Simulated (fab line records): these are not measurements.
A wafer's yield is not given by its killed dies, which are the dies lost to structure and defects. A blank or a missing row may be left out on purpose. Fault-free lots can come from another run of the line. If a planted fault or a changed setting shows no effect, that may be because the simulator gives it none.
fab line records | flow n5-finfet
[record] lots = 4 | wafers = 10 | last-day = 16
route steps=1938 shown FIN_SAQP@135 FIN_CUT@154 STI_FIN_REVEAL@196 BEOL_M4@1111 PASSIVATION@1936
lots with no fault: from the same line, run without faults
start-h: start of the lot's first displayed wafer, in hours after the record's first day | wait-h: hours since the lot's step before | " repeats the value in the row above | L1.1+2: a row that stands for several wafers | - no value, or no start was given | * or withheld: withheld | < > ~ a bound
route shown NAME@n: a module of which the file shows steps, and the number in the route of the first | usual: the fault-free wafers' mean and standard deviation | same: alike in all rows | chamber/n: place in a boat | sites: readings site by site | _std_site: the values' standard deviation | _edge_site: mean of outer sites minus mean of inner sites | radius-mm: how far each site lies from the wafer's centre | mask NAME#n: copy n | behind: the last tool/chamber to shape the wafer | hold: what put the lot on hold/how long, in hours/how the hold closed | device: the transistor (n, p or np) that didn't switch | end of line: the route-end tests of the same wafers | a step without rows: its recipe alone | killed: the dies lost at the first sort to structure and to defects; this is not the yield of the wafer | map: the dies of a wafer, with x for killed, . for not killed, _ for no die there
set.NAME: the setting that was run; set.NAME@STEP: the one run at that earlier step | model.NAME: the simulator's own value behind a step, which no gauge read
lots seen at some steps along the route; tables by step, rows by wafer
services: the hour from which a tool's chamber was out of use, counted from the record's first day as start-h (under 0 if before that day), plus the number of hours and why
[[steps]]
[step N5_FIN_SAQP_ETCH_67]
[recipe] chemistry = CH3F/O2 | target = SiNx | target-depth-a = 300 | mask-material = SOC | pressure-mtorr = 30 | source-w = 395 | bias-w = 73 | Ar_flow_sccm = 150 | CH3F_flow_sccm = 30 | O2_flow_sccm = 20 | ion-energy-ev = 120
[step N5_FIN_SAQP_STRIP_70]
[recipe] chemistry = N2/H2 | power-w = 500 | temp-c = 40 | pressure-mtorr = 50 | rf-frequency-hz = 6e+07 | overash-fraction = 0.3 | bias-power-w = 28 | h2-frac = 0.5 | n2-flow-sccm = 300 | h2-flow-sccm = 300
[step N5_FIN_SAQP_RECESS_71]
[recipe] chemistry = HF/NH3 | target = SiO2 | target-depth-a = 30 | afs-cycles = 1 | temp-c = 30 | sublimation-temp-c = 180 | sublimation-time-s = 60
[step N5_FIN_SAQP_SPACER2_ALD_28]
[recipe] material = SiO2 | target-thk-a = 81 | temp-c = 300 | ald-precursor-family = BDEAS | ald-co-reactant = O2-plasma | pulse-time-s = 1 | purge-time-s = 2 | co-reactant-purge-time-s = 2 | pressure-torr = 2
[step N5_FIN_SAQP_SPACER2_ETCHBACK_29]
[recipe] chemistry = CHF3/O2 | mode = anisotropic-etchback | target = SiO2 | target-depth-a = 122 | time-s = 6.1 | pressure-mtorr = 30 | source-w = 650 | bias-w = 170 | Ar_flow_sccm = 200 | CHF3_flow_sccm = 50 | O2_flow_sccm = 5 | ion-energy-ev = 200
[step N5_FIN_SAQP_MANDREL2_REMOVE_60]
[recipe] chemistry = HBr/Cl2/O2 | bt-time-s = 10 | target = a-Si | stop-on = SiNx | endpoint = OES-SiCl | over-etch-frac = 1 | icp-w = 600 | bias-w = 22 | HBr_flow_sccm = 150 | Cl2_flow_sccm = 80 | O2_flow_sccm = 5 | pressure-mtorr = 10
[step N5_FIN_SAQP_HM_OPEN_33]
[recipe] chemistry = CH3F/O2 | target = SiNx | mask-material = SiO2 | target-depth-a = 494 | time-s = 70.6 | pressure-mtorr = 30 | source-w = 395 | bias-w = 73 | Ar_flow_sccm = 150 | CH3F_flow_sccm = 30 | O2_flow_sccm = 20 | ion-energy-ev = 120 | ends = cleared
[step N5_FIN_SAQP_ETCH_34]
[recipe] chemistry = C4F6/O2 | target = SiO2 | target-depth-a = 450 | time-s = 15 | ion-energy-ev = 250 | pressure-mtorr = 30 | source-w = 345 | bias-w = 185 | Ar_flow_sccm = 300 | C4F6_flow_sccm = 10 | O2_flow_sccm = 10 | ends = cleared
[step N5_FIN_SAQP_STRIP_77]
[recipe] chemistry = N2/H2 | time-s = 90 | power-w = 100 | temp-c = 40 | pressure-mtorr = 100 | rf-frequency-hz = 6e+07 | bias-power-w = 3 | n2-flow-sccm = 300 | h2-flow-sccm = 300
[step N5_FIN_SAQP_ETCH_64]
[recipe] chemistry = CF4 | target = SiO2 | target-depth-a = 15 | ion-energy-ev = 350 | pressure-mtorr = 10 | icp-w = 800 | bias-w = 400 | cf4-flow-sccm = 80
[step N5_FIN_SAQP_FIN_ETCH_36]
[recipe] chemistry = HBr/Cl2/O2 | target-depth-a = 1200 | mask-material = SiNx | time-s = 50.4 | bias-w = 102 | pressure-mtorr = 10 | icp-w = 800 | HBr_flow_sccm = 150 | Cl2_flow_sccm = 80 | O2_flow_sccm = 12
[usual] drypump-motor-current-A = 5.7/0.52 | oes-product-au = 0.997/0.016 | throttle-valve-pct = 36.0/0.34
lot.wafer | tool      | chamber | start-h | wait-h | drypump-motor-current-A | oes-product-au | rf-hours-counter-h | throttle-valve-pct | model.etch.depth-nm | model.FIN_SAQP.feature-depth-nm | model.SiNx_of_FIN_SAQP_HM_DEP_03.thk-nm
L115.1    | rie-si-03 | 3       | 31.98   | 0.0    | 6.0                     | 1.009          | 55                 | 35.7               | 118.8               | 118.8                           | 21
L115.3    | "         | 2       | "       | "      | 5.5                     | 1.009          | 144                | 35.9               | 119.9               | 119.8                           | 21.8
L115.4    | "         | 0       | "       | "      | 5.0                     | 0.983          | 96                 | 36.3               | 121.1               | 121                             | 22
L125.1    | rie-si-03 | 2       | 92.63   | 0.0    | 5.5                     | 1.381          | 146                | 35.3               | 182.7               | 182.6                           | 15.4
L125.5    | "         | 2       | "       | "      | 5.5                     | 1.370          | -                  | 35.3               | 182.8               | 182.8                           | 16
L127.3    | rie-si-03 | 0       | 110.64  | 0.0    | 5.0                     | 0.994          | 98                 | 36.3               | 121.9               | 122                             | 20
L127.5    | "         | 3       | "       | "      | 6.0                     | 1.399          | -                  | 35.0               | 184.2               | 184.2                           | 13.8
L134.4    | rie-si-05 | 2       | 146.25  | 0.0    | 5.6                     | 0.976          | 168                | 36.1               | 115.9               | 115.8                           | 22.2
L134.5    | "         | 1       | "       | "      | 6.5                     | 1.001          | -                  | 36.2               | 117.1               | 117                             | 21.8
L134.6    | "         | 2       | "       | "      | 5.6                     | 0.979          | -                  | 36.1               | 115.4               | 115.4                           | 22.4
[step N5_FIN_SAQP_PRECLEAN_38]
[recipe] chemistry = O3/DIW | time-s = 45 | temp-c = 22 | o3-ppm = 10
[step N5_FIN_SAQP_PRECLEAN_45]
[recipe] chemistry = dHF | time-s = 10 | dilution = 500:1 | temp-c = 25
[step N5_FIN_SAQP_SRD_39]
[recipe] dry = ipa-marangoni | time-s = 30 | temp-c = 23 | rinse-liquid = diw
[step N5_FIN_SAQP_OCD_MEAS_76]
[usual] trench-depth-nm = 119.7/2.8
lot.wafer | tool   | chamber | start-h | wait-h | trench-depth-nm
L115.1    | ocd-01 | -       | 32.20   | 0.0    | 119.2
L115.3    | "      | -       | "       | "      | 119.6
L115.4    | "      | -       | "       | "      | 121.0
L125.1    | ocd-01 | -       | 92.85   | 0.0    | 182.3
L125.5    | "      | -       | "       | "      | 182.6
L127.3    | ocd-01 | -       | 110.90  | 0.0    | 121.8
L127.5    | "      | -       | "       | "      | 184.3
L134.4    | ocd-02 | -       | 146.47  | 0.0    | 115.7
L134.5    | "      | -       | "       | "      | 117.5
L134.6    | "      | -       | "       | "      | 114.9
[step N5_FIN_CUT_COAT_18]
[recipe] resist = SOC | temp-c = 250 | time-s = 60 | spin-rpm = 1500 | resist-thk-nm = 230
[step N5_FIN_CUT_COAT_19]
[recipe] resist = SiARC | temp-c = 220 | time-s = 60 | spin-rpm = 1500 | resist-thk-nm = 20
[step N5_FIN_CUT_COAT_29]
[recipe] resist = underlayer | temp-c = 205 | time-s = 60 | spin-rpm = 1500 | resist-thk-nm = 10
[step N5_FIN_CUT_COAT_02]
[recipe] resist = CAR-EUV | spin-rpm = 1500 | resist-thk-nm = 30
[step N5_FIN_CUT_EBR_04]
[recipe] solvent = PGMEA | ebr-width-mm = 1.5
[step N5_FIN_CUT_SOFTBAKE_03]
[recipe] temp-c = 110 | time-s = 60 | resist = CAR-EUV
[step N5_FIN_CUT_EXPOSE_05]
[recipe] mask-id = FIN_CUT | na = 0.33 | source-shape = annular | sigma-inner = 0.35 | sigma-outer = 0.8 | polarization = unpolarized | dose-mj = 45.75
[step N5_FIN_CUT_PEB_06]
[recipe] peb-temp-c = 100 | peb-time-s = 60 | resist = CAR-EUV
[step N5_FIN_CUT_DEVELOP_07]
[recipe] develop-time-s = 30 | developer = TMAH | resist = CAR-EUV | rinse-liquid = surfactant-rinse | dry = air-spin | dev-temp-c = 23
[step N5_FIN_CUT_DESCUM_13]
[recipe] chemistry = O2 | time-s = 7 | source-power-w = 50 | bias-power-w = 20 | pressure-mtorr = 20 | rf-frequency-hz = 2.712e+07 | temp-c = 40 | resist = CAR-EUV | o2-flow-sccm = 225
[step N5_FIN_CUT_ETCH_30]
[recipe] chemistry = N2/H2 | target = underlayer | target-depth-a = 130 | mask-material = CAR-EUV | time-s = 10.4 | ion-energy-ev = 200 | pressure-mtorr = 30 | source-w = 840 | bias-w = 150 | n2-flow-sccm = 200 | h2-flow-sccm = 200 | ends = cleared
[step N5_FIN_CUT_ETCH_20]
[recipe] chemistry = CF4 | target = SiARC | target-depth-a = 260 | mask-material = CAR-EUV | time-s = 43.3 | ion-energy-ev = 80 | pressure-mtorr = 40 | source-w = 545 | bias-w = 36 | Ar_flow_sccm = 100 | cf4-flow-sccm = 100 | ends = cleared
[step N5_FIN_CUT_ETCH_21]
[recipe] chemistry = N2/H2 | target = SOC | target-depth-a = 2190 | overetch-a = 438 | mask-material = SiARC | temp-c = 40 | ion-energy-ev = 100 | bias-w = 61 | time-s = 523.5 | pressure-mtorr = 30 | source-w = 850 | n2-flow-sccm = 200 | h2-flow-sccm = 200
[step N5_FIN_CUT_STRIP_23]
[recipe] chemistry = N2/H2 | temp-c = 40 | n2-flow-sccm = 200 | h2-flow-sccm = 200 | rf-frequency-hz = 6e+07
[step N5_FIN_CUT_STRIP_31]
[recipe] chemistry = N2/H2 | temp-c = 40 | n2-flow-sccm = 200 | h2-flow-sccm = 200 | rf-frequency-hz = 6e+07
[step N5_FIN_CUT_STRIP_24]
[recipe] chemistry = CF4 | resist = SiARC | power-w = 300 | bias-power-w = 75 | pressure-mtorr = 50 | cf4-flow-sccm = 150 | rf-frequency-hz = 6e+07
[step N5_FIN_CUT_CUT_ETCH_26]
[recipe] chemistry = CH3F/O2 | target = SiNx | target-depth-a = 390 | mask-material = SOC | time-s = 55.7 | pressure-mtorr = 30 | source-w = 395 | bias-w = 73 | Ar_flow_sccm = 150 | CH3F_flow_sccm = 30 | O2_flow_sccm = 20 | ion-energy-ev = 120
[step N5_FIN_CUT_CUT_ETCH_27]
[recipe] chemistry = CHF3/O2 | target = SiO2 | target-depth-a = 40 | mask-material = SOC | overetch-a = 20 | time-s = 4.9 | pressure-mtorr = 30 | source-w = 650 | bias-w = 170 | Ar_flow_sccm = 200 | CHF3_flow_sccm = 50 | O2_flow_sccm = 5 | ion-energy-ev = 200
[step N5_FIN_CUT_PRECLEAN_35]
[recipe] time-s = 13.3 | temp-c = 45 | pressure-torr = 125 | p-hf-torr = 3 | p-coreactant-torr = 25 | chemistry = vHF
[step N5_FIN_CUT_CUT_ETCH_15]
[recipe] chemistry = HBr/Cl2/O2 | target = Si | target-depth-a = 1000 | bt-time-s = 10 | mask-material = SOC | time-s = 42.4 | ion-energy-ev = * | bias-w = * | pressure-mtorr = 10 | icp-w = 800 | HBr_flow_sccm = 150 | Cl2_flow_sccm = 80 | O2_flow_sccm = 12
[step N5_STI_FIN_REVEAL_RECESS_09]
[recipe] chemistry = HF/NH3 | target = SiO2 | afs-cycles = 11 | target-depth-a = 425 | temp-c = 30 | sublimation-temp-c = 180 | sublimation-time-s = 60
[usual] drypump-motor-current-A = 5.71/0.25
lot.wafer | tool          | chamber | start-h | wait-h | drypump-motor-current-A | model.SiNx_of_FIN_SAQP_HM_DEP_03.thk-nm
L115.1    | vapor-etch-01 | 1       | 39.66   | 0.0    | 5.88                    | 18
L115.3    | "             | 1       | "       | "      | 5.88                    | 18.8
L115.4    | "             | 0       | "       | "      | 5.60                    | 19.2
L125.1    | vapor-etch-02 | 0       | 101.84  | 0.0    | 5.23                    | 12.4
L125.5    | "             | 0       | 102.90  | 1.1    | 5.25                    | 13.2
L127.3    | vapor-etch-01 | 1       | 119.73  | 0.6    | 5.88                    | 17
L127.5    | "             | 0       | "       | "      | 5.61                    | 11
L134.4    | vapor-etch-02 | 0       | 154.29  | 0.6    | 5.25                    | 19.2
L134.5    | "             | 0       | "       | "      | 5.24                    | 19
L134.6    | "             | 1       | "       | "      | 5.96                    | 19.6
[step N5_BEOL_M4_RC_MEAS_101]
[usual] DIBL_N = 36.9/2.1 | DIBL_P = 37.1/2.5 | IOFF_N = 0.17/0.039 | IOFF_P = 0.23/0.043 | ION_N = 673/15 | ION_P = 462/9.1 | SS_N = 71.8/0.69 | SS_P = 73.6/0.74 | VT_N = 250/3.6 | VT_P = -249.7/2.9
lot.wafer | tool      | chamber | start-h | wait-h | DIBL_N[mV/V] | DIBL_P[mV/V] | IOFF_N[nA/um] | IOFF_P[nA/um] | ION_N[uA/um] | ION_P[uA/um] | SS_N[mV/dec] | SS_P[mV/dec] | VT_N[mV] | VT_P[mV]
L115.1    | prober-02 | 0       | 177.68  | 0.0    | 38.0         | 38.5         | 0.19          | 0.26          | 676          | 470          | 72.5         | 74.5         | 248      | -245.8
L115.3    | "         | 0       | "       | "      | 34.6         | 34.4         | 0.13          | 0.18          | 653          | 447          | 71.3         | 73.0         | 254      | -249.8
L115.4    | "         | 0       | "       | "      | 35.9         | 38.0         | 0.17          | 0.25          | 668          | 464          | 71.7         | 73.8         | 251      | -246.4
L125.1    | prober-01 | 0       | 241.76  | 0.0    | 35.7         | 35.0         | 0.14          | 0.20          | 652          | 453          | 71.7         | 73.4         | 252      | -251.5
L125.5    | "         | 0       | "       | "      | 32.7         | 31.4         | 0.10          | 0.15          | 638          | 446          | 71.2         | 72.4         | 259      | -255.5
L127.3    | prober-01 | 0       | 251.16  | 0.3    | 38.0         | 38.7         | 0.16          | 0.25          | 665          | 465          | 72.0         | 74.2         | 252      | -249.0
L127.5    | "         | 0       | "       | "      | 37.0         | 35.1         | 0.14          | 0.17          | 656          | 452          | 72.7         | 72.9         | 252      | -254.6
L134.4    | prober-02 | 0       | 284.32  | 0.5    | 34.1         | 34.3         | 0.13          | 0.19          | 661          | 460          | 71.3         | 72.4         | 254      | -252.5
L134.5    | "         | 0       | "       | "      | 36.7         | 37.7         | 0.18          | 0.23          | 694          | 476          | 71.5         | 73.7         | 246      | -250.5
L134.6    | "         | 0       | "       | "      | 35.0         | 35.4         | 0.15          | 0.20          | 682          | 471          | 70.8         | 74.0         | 251      | -250.0
[step N5_PASSIVATION_PROBE_49]
[usual] defect-limited-yield = 91.3/1.4 | killed_at_M0_to_M3 = 32/9.5 | killed_at_M4_up = 14/5.2 | killed-at-contacts = 13/5.7 | killed-at-front-end = 41/12 | killed-at-other = 3.5/2.6 | killed-dies = 103/17 | killed-open = 68/14 | killed-short = 32/7 | sort_bin_5_function = 5.0/0.91 | sort_bin_6_memory = 3.3/0.7 | sort_bin_8_speed = 0.03/0.22 | sort-n-pass = 1076/17 | sort-yield-pct = 91.2/1.4
[same] gross-dies = 1180 | killed-at-back-side = 0 | sort_bin_4_leakage[%] = 0
lot.wafer | tool      | chamber | start-h | wait-h | defect-limited-yield[%] | killed_at_M0_to_M3 | killed_at_M4_up | killed-at-contacts | killed-at-front-end | killed-at-other | killed-dies | killed-open | killed-short | sort_bin_5_function[%] | sort_bin_6_memory[%] | sort_bin_8_speed[%] | sort-n-pass | sort-yield-pct[%]
L115.1    | prober-02 | -       | 273.98  | 0.0    | 92.1                    | 24                 | 13              | 20                 | 32                  | 4               | 93          | 61          | 30           | 4.2                    | 3.4                  | 0                   | 1087        | 92.1
L115.3    | prober-02 | -       | 274.08  | 0.1    | 91.9                    | 28                 | 20              | 18                 | 26                  | 3               | 95          | 67          | 21           | 4.3                    | 3.0                  | 0                   | 1085        | 91.9
L115.4    | prober-02 | -       | 274.13  | 0.2    | 92.8                    | 20                 | 24              | 18                 | 20                  | 3               | 85          | 61          | 23           | 4.7                    | 2.5                  | 0                   | 1095        | 92.8
L125.1    | prober-01 | -       | 342.37  | 0.0    | 90.7                    | 21                 | 11              | 15                 | 53                  | 10              | 110         | 80          | 28           | 5.8                    | 3.3                  | 0                   | 1070        | 90.7
L125.5    | prober-01 | -       | 342.57  | 0.2    | 90.4                    | 16                 | 22              | 10                 | 59                  | 6               | 113         | 72          | 35           | 5.4                    | 3.4                  | 0.34                | 1063        | 90.1
L127.5    | prober-01 | -       | 355.71  | 0.2    | 91.7                    | 39                 | 14              | 4                  | 39                  | 2               | 98          | 52          | 32           | 4.2                    | 2.8                  | 0                   | 1082        | 91.7
L134.4    | prober-01 | -       | 378.23  | 0.2    | 89.1                    | 34                 | 11              | 23                 | 59                  | 2               | 129         | 90          | 31           | 6.0                    | 4.0                  | 0                   | 1051        | 89.1
L134.5    | prober-01 | -       | 378.28  | 0.2    | 92.9                    | 26                 | 11              | 11                 | 36                  | 0               | 84          | 60          | 24           | 4.7                    | 2.2                  | 0                   | 1096        | 92.9
L134.6    | prober-01 | -       | 378.33  | 0.3    | 90.1                    | 34                 | 9               | 12                 | 62                  | 0               | 117         | 82          | 28           | 5.6                    | 3.6                  | 0                   | 1063        | 90.1
// killed by level:class
L115.1 MOL_CONTACT_COAG:geometric-particle:open=17 BEOL_M0_SAQP:geometric-particle:short=5 FIN_SAQP:geometric-particle:open=4 STI_FIN_REVEAL:geometric-particle:open=4 DUMMY_GATE:geometric-particle:open=4 GATE_CUT:geometric-particle:short=4 BEOL_M1:geometric-particle:open=4 SDB:geometric-particle:short=3
L115.3 MOL_CONTACT_COAG:geometric-particle:open=15 BEOL_M4:geometric-particle:open=9 BEOL_M3:geometric-particle:open=8 HKMG_FIN:area-etch=7 BEOL_M0_SAQP:geometric-particle:open=5 DUMMY_GATE:geometric-particle:open=4 GATE_CUT:geometric-particle:short=4 BEOL_M5:geometric-particle:open=4
L115.4 BEOL_M4:geometric-particle:open=16 MOL_CONTACT_COAG:geometric-particle:open=14 GATE_CUT:geometric-particle:short=6 BEOL_M1:geometric-particle:open=6 MOL_CONTACT_COAG:geometric-particle:short=4 BEOL_M0_SAQP:geometric-particle:short=4 BEOL_M3:geometric-particle:open=4 BEOL_M5:geometric-particle:open=4
L125.1 STI_FIN_REVEAL:geometric-particle:open=13 MOL_CONTACT_COAG:geometric-particle:open=13 FIN_SAQP:geometric-particle:open=10 FIN_SAQP:geometric-particle:short=6 BEOL_M0_SAQP:geometric-particle:open=5 BEOL_M4:geometric-particle:open=5 ILD0:geometric-particle:open=4 GATE_CUT:geometric-particle:short=4
L125.5 FIN_SAQP:geometric-particle:open=14 GATE_CUT:geometric-particle:short=10 BEOL_M4:geometric-particle:open=9 MOL_CONTACT_COAG:geometric-particle:open=8 STI_FIN_REVEAL:geometric-particle:open=7 FIN_SAQP:geometric-particle:short=6 HKMG_FIN:area-etch=6 BEOL_M5:geometric-particle:open=4
L127.5 HKMG_FIN:area-etch=13 BEOL_M2:geometric-particle:open=9 BEOL_M3:geometric-particle:open=9 BEOL_M0_SAQP:geometric-particle:open=7 BEOL_M4:geometric-particle:open=6 BEOL_M0_SAQP:geometric-particle:short=5 FIN_SAQP:geometric-particle:short=4 STI_FIN_REVEAL:geometric-particle:open=4
L134.4 STI_FIN_REVEAL:geometric-particle:open=20 MOL_CONTACT_COAG:geometric-particle:open=17 BEOL_M1:geometric-particle:open=14 FIN_SAQP:geometric-particle:open=9 BEOL_M3:geometric-particle:open=8 HKMG_FIN:area-etch=8 BEOL_M4:geometric-particle:open=7 STI_FIN_REVEAL:geometric-particle:short=6
L134.5 STI_FIN_REVEAL:geometric-particle:open=12 MOL_CONTACT_COAG:geometric-particle:open=9 BEOL_M1:geometric-particle:open=8 BEOL_M3:geometric-particle:open=8 FIN_SAQP:geometric-particle:open=6 FIN_SAQP:geometric-particle:short=4 GATE_CUT:geometric-particle:short=4 BEOL_M4:geometric-particle:open=4
L134.6 STI_FIN_REVEAL:geometric-particle:open=17 FIN_SAQP:geometric-particle:open=11 MOL_CONTACT_COAG:geometric-particle:open=11 BEOL_M1:geometric-particle:open=10 FIN_SAQP:geometric-particle:short=8 BEOL_M3:geometric-particle:open=7 HKMG_FIN:area-etch=7 BEOL_M0_SAQP:geometric-particle:open=6
[[services]]
tool          | chamber | start-h | hours | kind
vapor-etch-01 | 1       | 14.63   | 10.4  | repair
vapor-etch-01 | -       | 87.23   | 0.1   | repair
rie-si-05     | 3       | 96.32   | 5.7   | repair
[[key]]
[first-sign] step = N5_FIN_SAQP_FIN_ETCH_36 | reading = oes-product-au | direction = up | sigmas = 25 | usual = 0.997 | struck = 1.383
[effect] step = N5_FIN_SAQP_FIN_ETCH_36 | reading = throttle-valve-pct | direction = down | sigmas = 2.5 | usual = * | struck = *
[effect] step = N5_FIN_SAQP_OCD_MEAS_76 | reading = trench-depth-nm | direction = up | sigmas = 23 | usual = 119.7 | struck = 183.1
[model-effect] step = N5_FIN_SAQP_FIN_ETCH_36 | value = etch.depth-nm | without = 118.5 | struck = 183.2
[model-effect] step = N5_STI_FIN_REVEAL_RECESS_09 | value = SiNx_of_FIN_SAQP_HM_DEP_03.thk-nm | without = 18.47 | struck = 12.2
met-at N5_FIN_SAQP_FIN_ETCH_36
struck-wafers L125.1,L125.5,L127.5
[baseline-loss] step = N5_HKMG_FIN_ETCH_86 | wafers = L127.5
onset-between 31.98 92.63
[fault] kind = process-parameter-drift | tool = rie-si-03 | chamber = - | onset-h = 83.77 | steps = N5_FIN_SAQP_FIN_ETCH_36 | channel = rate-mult | offset = 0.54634 | shape = step | end-h = 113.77 | scope = struck-wafers-only
// baseline-loss: these wafers lose ten dies or more at that step, a loss of the line's own and not of a fault; the sort's usual values leave them out
